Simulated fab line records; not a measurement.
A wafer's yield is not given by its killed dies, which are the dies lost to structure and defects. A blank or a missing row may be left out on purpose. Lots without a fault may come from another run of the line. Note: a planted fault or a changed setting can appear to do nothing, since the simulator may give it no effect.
fab line records ; flow n5_finfet
record lots=7; wafers=39
route steps=1938 shown WELL_APT@48 FIN_SAQP@125 DUMMY_GATE@246 SD_EPI_N@275 HKMG_FIN@413 MOL_CONTACT_COAG@559 BEOL_M4@1111
start_h: the number of hours between the record's first day and the start of the first shown wafer of the lot ; wait_h: how many hours have passed since the lot's step before this one ; " identical to the entry in the row above ; L1.1+2: several wafers, shown together as one row ; - no value present, or no start provided ; * or withheld: withheld ; < > ~ a bound
route shown NAME@n: NAME is a module with steps in the file, n the number in the route of the first one ; usual: mean/standard deviation taken from wafers without a fault ; same: alike in all rows ; chamber/n: place in a boat ; sites: each site's reading ; _std_site: their standard deviation ; _edge_site: inner sites' mean taken away from outer sites' mean ; radius_mm: how far each site lies from the wafer's centre ; mask NAME#n: copy n ; behind: the tool/chamber that last shaped the wafer ; hold: reason for holding the lot/hours on hold/outcome of the hold ; device: whichever transistor did not switch (one of n, p or np) ; end of line: the route-end tests of the same wafers ; a step without rows: its recipe alone ; killed: at the first sort, the dies lost to defects and structure; wafer yield is something else ; map: dies across one wafer; x = killed, . = not, _ = none there
set.NAME: the run value of the setting; set.NAME@STEP: its run value at that earlier step ; model.NAME: the simulator's own value behind a step, which no gauge read
lots where settings were altered on purpose, with a table for each step and a row for each wafer
## steps
# step N5_WELL_APT_IMPLANT_32
# recipe species=BF2; energy_kev=50; dose_cm2=2e+13; tilt_deg=0; rotation_deg=0
# step N5_FIN_SAQP_SPACER1_ALD_24
# recipe material=SiO2; target_thk_a=203; temp_c=300; ald_precursor_family=BDEAS; ald_co_reactant=O2-plasma; pulse_time_s=1; purge_time_s=2; co_reactant_purge_time_s=2; ald_cycles=218; pressure_torr=2
# step N5_FIN_SAQP_MANDREL_ETCH_58
# recipe chemistry=HBr/Cl2; target=a-Si; target_depth_a=450; bt_time_s=10; stop_on=SiNx; mask_material=SiO2; over_etch_frac=0.8; time_s=27; pressure_mtorr=10; icp_w=800; bias_w=75; HBr_flow_sccm=150; Cl2_flow_sccm=80; ends=end_point
# step N5_FIN_SAQP_ETCH_69
# recipe chemistry=N2/H2; target=SOC; target_depth_a=1500; stop_on=SiNx; ion_energy_ev=100; bias_w=61; pressure_mtorr=30; source_w=850; n2_flow_sccm=200; h2_flow_sccm=200
# step N5_DUMMY_GATE_ETCH_32
# recipe chemistry=CF4; target=SiO2; target_depth_a=35; time_s=3.9; ion_energy_ev=350; pressure_mtorr=10; icp_w=800; bias_w=400; cf4_flow_sccm=80
# step N5_DUMMY_GATE_ETCH_42
# recipe chemistry=CHF3/O2; target=SiO2; target_depth_a=35; time_s=31; ion_energy_ev=30; bias_w=12; pressure_mtorr=30; source_w=600; Ar_flow_sccm=200; CHF3_flow_sccm=50; O2_flow_sccm=5
# step N5_SD_EPI_N_ETCH_35
# recipe chemistry=N2/H2; target=SOC; overetch_a=1080; mask_material=SiARC; temp_c=40; ion_energy_ev=100; source_w=3000; bias_w=133; pressure_mtorr=20; time_s=486; n2_flow_sccm=200; h2_flow_sccm=200
# step N5_HKMG_FIN_CVD_62
# recipe material=a-Si; target_thk_a=30; temp_c=500; precursor=Si2H6; pressure_torr=1; time_s=20.8
# step N5_MOL_CONTACT_COAG_ALD_27
# recipe material=SiOC; target_thk_a=170; temp_c=400; ald_precursor_family=carbosiloxane; ald_co_reactant=H2-plasma; pulse_time_s=1.5; time_s=2720; purge_time_s=2; co_reactant_purge_time_s=2; ald_cycles=340; pressure_torr=2
# step N5_BEOL_M4_RC_MEAS_101
# usual CJ_N=4.35/0.092; IOFF_N_LONG=5.59e-05/1.9e-06; RS_PWELL=3011/22
lot.wafer;tool;chamber;start_h;wait_h;set.energy_kev@WELL_APT_IMPLANT_32;set.temp_c@FIN_SAQP_SPACER1_ALD_24;set.bias_w@FIN_SAQP_MANDREL_ETCH_58;set.target_depth_a@FIN_SAQP_ETCH_69;set.time_s@DUMMY_GATE_ETCH_32;set.bias_w@DUMMY_GATE_ETCH_42;set.source_w@SD_EPI_N_ETCH_35;set.target_thk_a@HKMG_FIN_CVD_62;set.ald_cycles@MOL_CONTACT_COAG_ALD_27;CJ_N;IOFF_N_LONG[nA/um];RS_PWELL[ohm/sq]
L077.1;prober-02;0;186.81;0.0;50;300;75;1500;3.9;12;3477;27.62;323;4.38;5.18e-05;3011
L077.2;prober-02;0;186.81;0.0;44.96;300;63.81;1443;3.9;13.83;3477;30;340;4.74;5.48e-05;3094
L077.3;prober-02;0;186.81;0.0;44.96;300;75;1443;3.9;12;3000;27.62;340;4.65;5.36e-05;3095
L077.4;prober-02;0;186.81;0.0;44.96;300;63.81;1500;3.9;13.83;3477;27.62;340;4.61;5.39e-05;3094
L077.5;prober-02;0;186.81;0.0;50;300;75;1500;3.9;13.83;3000;30;323;4.41;5.19e-05;3008
L077.6;prober-02;0;186.81;0.0;50;300;63.81;1443;3.9;12;3000;30;323;4.41;5.2e-05;3037
L078.2;prober-02;0;191.20;0.2;50;300;75;1500;3.9;12;3000;30;340;4.43;5.71e-05;3018
L078.3;prober-02;0;191.20;0.2;50;300;75;1500;3.9;12;3000;30;340;4.44;5.87e-05;3012
L078.4;prober-02;0;191.20;0.2;50;300;75;1500;3.9;12;3000;30;340;4.35;5.71e-05;3011
L081.1;prober-02;0;209.07;0.0;44.03;300;75;1500;3.9;12.78;3000;30;310;4.84;6.61e-05;3118
L081.2;prober-02;0;209.07;0.0;44.03;300;75;1500;3.9;12;3000;32.62;340;4.70;6.32e-05;3094
L081.3;prober-02;0;209.07;0.0;50;300;75;1500;3.9;12;3000;32.62;310;4.32;5.96e-05;3049
L081.4;prober-02;0;209.07;0.0;50;300;75;1614;3.9;12.78;3000;32.62;310;4.40;6.14e-05;3026
L081.5;prober-02;0;209.07;0.0;44.03;300;75;1614;3.9;12.78;3000;30;340;4.75;6.4e-05;3129
L081.6;prober-02;0;209.07;0.0;50;300;75;1614;3.9;12;3000;30;340;4.44;6.19e-05;3039
L082.1;prober-01;0;219.96;0.0;50;300;66.84;1500;3.9;10.43;3308;34.26;340;4.42;5.4e-05;3036
L082.2;prober-01;0;219.96;0.0;42.28;300;75;1658;3.9;10.43;3000;30;378;4.88;6.12e-05;3120
L082.3;prober-01;0;219.96;0.0;50;300;66.84;1658;3.9;12;3000;34.26;378;4.29;5.24e-05;3010
L082.4;prober-01;0;219.96;0.0;42.28;300;66.84;1500;3.9;12;3000;30;340;4.85;6.06e-05;3091
L082.5;prober-01;0;219.96;0.0;50;300;75;1658;3.9;12;3308;30;378;4.32;5.59e-05;3024
L082.6;prober-01;0;219.96;0.0;42.28;300;75;1500;3.9;10.43;3308;34.26;340;4.94;5.86e-05;3091
L083.1;prober-02;0;220.01;0.0;50;295.2;62.07;1500;4.562;12;3000;27.62;340;4.32;5.62e-05;2991
L083.2;prober-02;0;220.01;0.0;50;300;62.07;1500;3.9;12;3000;27.62;340;4.19;5.66e-05;2993
L083.3;prober-02;0;220.01;0.0;50;300;62.07;1331;3.9;12;3000;30;340;4.33;5.71e-05;3028
L083.4;prober-02;0;220.01;0.0;50;295.2;75;1331;3.9;12;3000;30;306;4.17;5.66e-05;3018
L083.5;prober-02;0;220.01;0.0;50;295.2;75;1331;4.562;12;3000;27.62;306;4.29;5.71e-05;3025
L083.6;prober-02;0;220.01;0.0;50;300;75;1500;4.562;12;3000;30;306;4.30;5.68e-05;2991
L087.1;prober-01;0;238.30;0.0;50;289.7;63.59;1655;3.9;12;3000;30;340;4.36;5.75e-05;2990
L087.2;prober-01;0;238.30;0.0;56.37;289.7;75;1655;3.268;11.34;3000;26.79;297;3.79;5.27e-05;2880
L087.3;prober-01;0;238.30;0.0;56.37;300;75;1500;3.268;12;3000;30;340;3.75;5.31e-05;2911
L087.4;prober-01;0;238.30;0.0;50;289.7;63.59;1500;3.268;11.34;3000;30;297;4.27;5.64e-05;2982
L087.5;prober-01;0;238.30;0.0;56.37;300;63.59;1500;3.9;12;3000;26.79;297;3.75;5.4e-05;2892
L087.6;prober-01;0;238.30;0.0;50;300;75;1655;3.9;11.34;3000;26.79;340;4.33;5.48e-05;2968
L093.1;prober-01;0;297.94;0.0;50;308.2;87.16;1388;3.332;12;3000;30;302;4.44;5.87e-05;3037
L093.2;prober-01;0;297.94;0.0;46.73;300;87.16;1500;3.9;12;3000;30;340;4.67;6.02e-05;3061
L093.3;prober-01;0;297.94;0.0;50;308.2;87.16;1500;3.9;13.39;3261;30;340;4.34;5.79e-05;3031
L093.4;prober-01;0;297.94;0.0;46.73;300;75;1388;3.332;13.39;3261;28.37;302;4.63;5.99e-05;3035
L093.5;prober-01;0;297.94;0.0;46.73;308.2;75;1500;3.332;12;3261;28.37;302;4.63;6.05e-05;3065
L093.6;prober-01;0;297.94;0.0;50;300;75;1388;3.9;13.39;3000;28.37;340;4.47;5.85e-05;2998
## key
split step=N5_WELL_APT_IMPLANT_32; setting=energy_kev; stated_as=50
response step=N5_BEOL_M4_RC_MEAS_101; reading=CJ_N; slope=-0.0348; per=1%; together_with=all; explained=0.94
response step=N5_BEOL_M4_RC_MEAS_101; reading=RS_PWELL; slope=-6.01; per=1%; together_with=all; explained=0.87
response step=N5_BEOL_M4_RC_MEAS_101; reading=IOFF_N_LONG; slope=-2.92e-07; per=1%; together_with=all; explained=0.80
split step=N5_FIN_SAQP_SPACER1_ALD_24; setting=temp_c; stated_as=300
response none clear
split step=N5_FIN_SAQP_MANDREL_ETCH_58; setting=bias_w; stated_as=75
response none clear
split step=N5_FIN_SAQP_ETCH_69; setting=target_depth_a; stated_as=1500
response none clear
split step=N5_DUMMY_GATE_ETCH_32; setting=time_s; stated_as=3.9
response none clear
split step=N5_DUMMY_GATE_ETCH_42; setting=bias_w; stated_as=12
response none clear
split step=N5_SD_EPI_N_ETCH_35; setting=source_w; stated_as=3000
response none clear
split step=N5_HKMG_FIN_CVD_62; setting=target_thk_a; stated_as=30
response none clear
split step=N5_MOL_CONTACT_COAG_ALD_27; setting=ald_cycles; stated_as=340
response none clear
